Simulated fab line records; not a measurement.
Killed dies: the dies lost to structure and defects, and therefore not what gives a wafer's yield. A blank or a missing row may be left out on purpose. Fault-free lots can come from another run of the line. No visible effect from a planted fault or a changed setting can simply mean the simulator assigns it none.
fab line records	flow n5_finfet
record: lots: 11	wafers: 31	last_day: 18
route steps=1938 shown BEOL_M8@1347
lots untouched by any fault: they come from a run of this same line in which no faults occurred
start_h: the number of hours between the record's first day and the start of the first shown wafer of the lot	wait_h: hours from the lot's prior step to this one	" same as the row above	L1.1+2: a single row standing in for several wafers	- no value, or no start given	* or withheld: withheld	< > ~ a bound
route shown NAME@n: names a module that has steps shown in the file, with the first one's number in the route	usual: average and standard deviation across the fault-free wafers	same: alike in all rows	chamber/n: place in a boat	sites: the reading at each site	_std_site: standard deviation of those values	_edge_site: outer sites' mean less inner sites'	radius_mm: for every site, how far away it sits from the centre of the wafer	mask NAME#n: copy n	behind: the last tool/chamber to shape the wafer	hold: the reason the lot was held/the length of the hold in hours/how it ended	device: the n, p or np transistor that did not switch	end of line: the same wafers' tests at the end of the route	where a step has no rows: the recipe by itself	killed: the dies lost at the first sort to structure and to defects; this is not the yield of the wafer	map: dies across one wafer; x = killed, . = not, _ = none there
set.NAME: the setting the step ran with; set.NAME@STEP: the setting that earlier step ran with	model.NAME: the simulator's own value behind a step, which no gauge read
a sample of lots followed through the steps of the route, with each step as a table and each wafer as a row
services: from which hour (start_h, from the record's first day; less than 0 if before it) a tool's chamber was out of use, for how many hours, and why
== steps ==
step: N5_BEOL_M8_INSPECT_13
recipe: mode: adi	inspect_instrument: brightfield
usual: raw_defect_count: 415/96
lot.wafer	tool	chamber	start_h	wait_h	raw_defect_count
L507.3	defect_inspect-02	-	199.93	0.0	486
L507.4	"	-	"	"	336
L507.5	"	-	"	"	446
L509.3	defect_inspect-01	-	209.17	0.0	406
L509.4	"	-	"	"	249
L509.5	"	-	"	"	298
L510.1	defect_inspect-01	-	222.23	0.0	461
L510.3	"	-	"	"	463
L510.4	"	-	"	"	510
L512.2	defect_inspect-01	-	236.93	0.0	384
L512.3	"	-	"	"	408
L512.4	"	-	"	"	290
L515.2	defect_inspect-02	-	256.04	0.0	401
L515.3	"	-	"	"	582
L515.6	"	-	"	"	446
L516.3	defect_inspect-02	-	262.69	1.3	425
L516.5	"	-	"	"	362
L516.6	"	-	"	"	416
L517.1	defect_inspect-02	-	262.69	1.3	314
L517.2	"	-	"	"	374
L517.6	"	-	"	"	414
L522.4	defect_inspect-02	-	299.92	0.0	447
L522.5	"	-	"	"	321
L522.6	"	-	"	"	389
L526.2	defect_inspect-02	-	319.15	0.0	471
L526.3	"	-	"	"	301
L526.4	"	-	"	"	487
L527.4	defect_inspect-01	-	319.64	0.0	407
L527.5	"	-	"	"	522
L528.1	defect_inspect-01	-	347.80	0.0	375
L528.3	"	-	"	"	500
step: N5_BEOL_M8_OVL_MEAS_29
recipe: points_per_wafer: 522
usual: V7_OVL: 0.1/0.65
lot.wafer	tool	chamber	start_h	wait_h	V7_OVL[nm]
L507.3	overlay-02	0	201.06	0.0	-0.3
L507.4	"	0	"	"	-0.2
L507.5	"	0	"	"	-0.2
L509.3	overlay-02	0	211.14	0.0	0.3
L509.4	"	0	"	"	1.0
L509.5	"	0	"	"	-0.3
L510.1	overlay-02	0	225.69	0.0	1.0
L510.3	"	0	"	"	0.5
L510.4	"	0	"	"	-1.0
L512.2	overlay-02	0	240.58	0.0	-0.1
L512.3	"	0	"	"	0.1
L512.4	"	0	"	"	0.1
L515.2	overlay-02	0	257.91	0.0	0.0
L515.3	"	0	"	"	1.2
L515.6	"	0	"	"	0.0
L516.3	overlay-02	0	267.07	0.0	0.7
L516.5	"	0	"	"	1.2
L516.6	"	0	"	"	0.4
L517.1	overlay-01	0	267.21	0.0	-0.9
L517.2	"	0	"	"	0.0
L517.6	"	0	"	"	-0.2
L522.4	overlay-01	0	302.55	0.0	-0.5
L522.5	"	0	"	"	1.3
L522.6	"	0	"	"	-0.4
L526.2	overlay-02	0	319.99	0.0	0.4
L526.3	"	0	"	"	-0.4
L526.4	"	0	"	"	-0.6
L527.4	overlay-02	0	320.63	0.0	0.7
L527.5	"	0	"	"	0.7
L528.1	overlay-02	0	349.14	0.0	0.3
L528.3	"	0	"	"	0.2
step: N5_BEOL_M8_ETCH_65
recipe: chemistry: CF4	target: SiARC	target_depth_a: 156	mask_material: CAR-EUV	time_s: 26	ion_energy_ev: 80	pressure_mtorr: 40	source_w: 545	bias_w: 36	Ar_flow_sccm: 100	cf4_flow_sccm: 100	ends: cleared
usual: chamber_pressure_mTorr: 40.00/0.037	drypump_motor_current_A: 5.6/0.43	etch_rf_on_time_s: 26.1/0.94	oes_product_au: 0.69/0.066	rf_vpp_V: 184.0/1.1	showerhead_plenum_p_Torr: 2.15/0.055	throttle_valve_pct: 15.42/0.24
lot.wafer	tool	chamber	start_h	wait_h	chamber_pressure_mTorr	drypump_motor_current_A	etch_rf_on_time_s	oes_product_au	rf_hours_counter_h	rf_vpp_V	showerhead_plenum_p_Torr	throttle_valve_pct
L507.3	rie_diel-01	3	201.19	0.0	40.01	4.8	25.8	0.67	102	185.2	2.15	15.15
L507.4	"	0	"	"	40.06	5.7	26.4	0.62	184	186.0	2.22	15.61
L507.5	"	0	"	"	40.06	5.6	26.7	0.61	-	185.9	2.22	15.62
L509.3	rie_diel-01	2	211.38	0.0	40.01	5.6	25.0	0.76	38	186.1	2.18	15.45
L509.4	"	0	"	"	39.94	5.7	26.4	0.61	188	184.9	2.22	15.61
L509.5	"	0	"	"	39.95	5.7	26.0	0.61	-	183.9	2.22	15.63
L510.1	rie_diel-01	3	225.93	0.0	40.05	4.8	26.0	0.66	112	184.1	2.14	15.18
L510.3	"	2	"	"	39.98	5.6	25.2	0.75	44	184.1	2.18	15.47
L510.4	"	0	"	"	39.89	5.6	26.4	0.61	194	183.4	2.22	15.64
L512.2	rie_diel-04	3	240.94	0.0	40.04	5.6	23.8	0.85	13	184.0	2.20	15.44
L512.3	"	1	"	"	39.98	5.2	25.9	0.75	41	185.1	2.28	15.41
L512.4	"	2	"	"	39.94	5.0	25.9	0.70	76	184.2	2.16	15.22
L515.2	rie_diel-01	0	258.05	0.0	40.03	5.7	40.1	0.48	205	185.7	2.21	15.66
L515.3	"	2	"	"	40.03	5.6	38.9	0.59	55	185.8	2.17	15.48
L515.6	"	1	"	"	40.00	5.5	40.6	0.59	-	181.6	2.18	15.11
L516.3	rie_diel-01	2	267.88	0.0	40.00	5.6	39.0	0.58	59	184.0	2.17	15.48
L516.5	"	3	"	"	40.04	4.8	39.9	0.51	-	183.4	2.14	15.20
L516.6	"	0	"	"	40.02	5.6	40.4	0.48	-	185.8	2.21	15.65
L517.1	rie_diel-01	2	268.71	0.0	40.00	5.6	38.3	0.58	60	183.4	2.17	15.48
L517.2	"	1	"	"	39.98	5.5	40.2	0.59	42	184.3	2.17	15.12
L517.6	"	1	"	"	40.00	5.5	40.0	0.59	-	186.0	2.17	15.10
L522.4	rie_diel-04	0	302.83	0.0	39.98	5.9	26.2	0.73	37	182.3	2.10	15.62
L522.5	"	0	"	"	40.00	5.9	26.5	0.72	-	183.4	2.10	15.62
L522.6	"	3	"	"	40.08	5.6	23.6	0.83	-	185.3	2.20	15.49
L526.2	rie_diel-02	2	320.29	0.0	40.03	6.2	27.9	0.68	70	182.6	2.10	15.22
L526.3	"	3	"	"	40.03	6.1	27.3	0.56	245	183.7	2.10	15.89
L526.4	"	0	"	"	40.05	6.2	24.8	0.72	64	184.7	2.08	15.80
L527.4	rie_diel-04	3	321.02	0.0	39.99	5.6	23.9	0.81	26	183.7	2.20	15.48
L527.5	"	1	"	"	40.05	5.2	25.6	0.72	-	185.0	2.27	15.47
L528.1	rie_diel-01	0	349.29	0.0	39.97	5.7	26.5	0.58	239	186.0	2.20	15.70
L528.3	"	2	"	"	40.03	5.6	25.6	0.69	89	183.8	2.16	15.57
step: N5_BEOL_M8_ETCH_66
recipe: chemistry: N2/H2	target: SOC	target_depth_a: 800	overetch_a: 160	mask_material: SiARC	temp_c: 40	time_s: 120	ion_energy_ev: 200	pressure_mtorr: 30	source_w: 840	bias_w: 150	n2_flow_sccm: 200	h2_flow_sccm: 200
usual: chamber_pressure_mTorr: 30.00/0.031	drypump_motor_current_A: 5.6/0.43	oes_product_au: 0.62/0.051	rf_vpp_V: 524.1/2	showerhead_plenum_p_Torr: 2.55/0.073	throttle_valve_pct: 17.62/0.17
lot.wafer	tool	chamber	start_h	wait_h	chamber_pressure_mTorr	drypump_motor_current_A	oes_product_au	rf_hours_counter_h	rf_vpp_V	showerhead_plenum_p_Torr	throttle_valve_pct
L507.3	rie_diel-01	3	201.22	0.0	30.00	4.8	0.60	102	523.8	2.56	17.54
L507.4	"	0	"	"	30.04	5.7	0.55	184	526.1	2.64	17.68
L507.5	"	0	"	"	30.01	5.6	0.55	-	525.6	2.64	17.68
L509.3	rie_diel-01	2	211.41	0.0	29.96	5.6	0.67	38	524.6	2.59	17.65
L509.4	"	0	"	"	30.03	5.7	0.55	188	527.4	2.64	17.69
L509.5	"	0	"	"	30.00	5.7	0.55	-	526.0	2.64	17.69
L510.1	rie_diel-01	3	225.95	0.0	30.01	4.8	0.59	112	524.6	2.56	17.55
L510.3	"	2	"	"	30.00	5.6	0.65	44	525.3	2.58	17.65
L510.4	"	0	"	"	29.98	5.7	0.55	194	526.4	2.63	17.70
L512.2	rie_diel-04	3	240.97	0.0	30.01	5.6	0.71	13	526.2	2.60	17.65
L512.3	"	1	"	"	30.01	5.2	0.67	41	527.9	2.72	17.70
L512.4	"	2	"	"	30.02	5.0	0.62	76	524.2	2.59	17.73
L515.2	rie_diel-01	0	258.08	0.0	29.98	5.6	0.54	205	523.8	2.63	17.72
L515.3	"	2	"	"	29.97	5.6	0.64	55	526.1	2.58	17.68
L515.6	"	1	"	"	30.01	5.5	0.65	-	526.4	2.58	17.30
L516.3	rie_diel-01	2	267.91	0.0	30.01	5.6	0.64	59	524.4	2.58	17.68
L516.5	"	3	"	"	29.98	4.8	0.58	-	525.3	2.55	17.59
L516.6	"	0	"	"	29.99	5.7	0.54	-	526.0	2.63	17.73
L517.1	rie_diel-01	2	268.73	0.0	30.06	5.6	0.65	60	523.4	2.58	17.70
L517.2	"	1	"	"	29.96	5.5	0.65	42	523.7	2.58	17.31
L517.6	"	1	"	"	29.94	5.6	0.65	-	524.2	2.58	17.31
L522.4	rie_diel-04	0	302.86	0.0	30.02	5.9	0.65	37	522.8	2.46	17.64
L522.5	"	0	"	"	29.95	5.9	0.66	-	521.4	2.46	17.64
L522.6	"	3	"	"	30.05	5.6	0.70	-	524.8	2.60	17.65
L526.2	rie_diel-02	2	320.31	0.0	30.03	6.2	0.63	70	521.5	2.48	17.42
L526.3	"	3	"	"	30.01	6.1	0.53	245	521.9	2.48	17.95
L526.4	"	0	"	"	29.95	6.2	0.64	64	522.1	2.45	17.89
L527.4	rie_diel-04	3	321.04	0.0	29.98	5.6	0.69	27	524.2	2.60	17.69
L527.5	"	1	"	"	29.97	5.2	0.64	-	526.8	2.71	17.72
L528.1	rie_diel-01	0	349.32	0.0	30.02	5.7	0.53	239	525.4	2.61	17.77
L528.3	"	2	"	"	29.96	5.6	0.62	89	525.7	2.56	17.73
== services ==
tool	chamber	start_h	hours	kind
rie_diel-04	3	182.36	-	clean
rie_diel-04	3	182.36	-	consumable_replace:focus_ring
rie_diel-04	3	182.36	21.1	scheduled_down
rie_diel-04	3	182.36	21.1	vent_cycle
rie_diel-02	2	220.06	5.1	repair
rie_diel-02	-	236.00	4.0	repair
rie_diel-04	-	260.98	14.6	pm
rie_diel-04	3	277.80	22.7	repair
rie_diel-04	-	278.13	2.0	repair
rie_diel-04	3	321.91	5.7	repair
rie_diel-01	1	325.21	10.6	repair
rie_diel-02	3	333.97	-	clean
rie_diel-02	3	333.97	-	consumable_replace:focus_ring
rie_diel-02	3	333.97	38.0	scheduled_down
rie_diel-02	3	333.97	38.0	vent_cycle
rie_diel-04	1	338.19	8.8	repair
== key ==
first_sign: step: N5_BEOL_M8_ETCH_65	reading: etch_rf_on_time_s	direction: up	sigmas: 15	usual: *	struck: *
effect: step: N5_BEOL_M8_ETCH_65	reading: oes_product_au	direction: down	sigmas: 2.1	usual: 0.69	struck: 0.55	wafers_moved: 6
met_at N5_BEOL_M8_ETCH_65
struck_lots L515,L516,L517
baseline_loss: step: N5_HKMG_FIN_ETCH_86	wafers: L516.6
not_acting_at N5_BEOL_M8_INSPECT_13,N5_BEOL_M8_OVL_MEAS_29,N5_BEOL_M8_ETCH_66
onset_between 225.93 258.05
fault: kind: process_parameter_drift	tool: rie_diel-01	chamber: -	onset_h: 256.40	steps: N5_BEOL_M8_ETCH_65	channel: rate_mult	offset: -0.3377	shape: step	end_h: 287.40
baseline_loss: these wafers lose ten dies or more at that step, a loss of the line's own and not of a fault; the sort's usual values leave them out
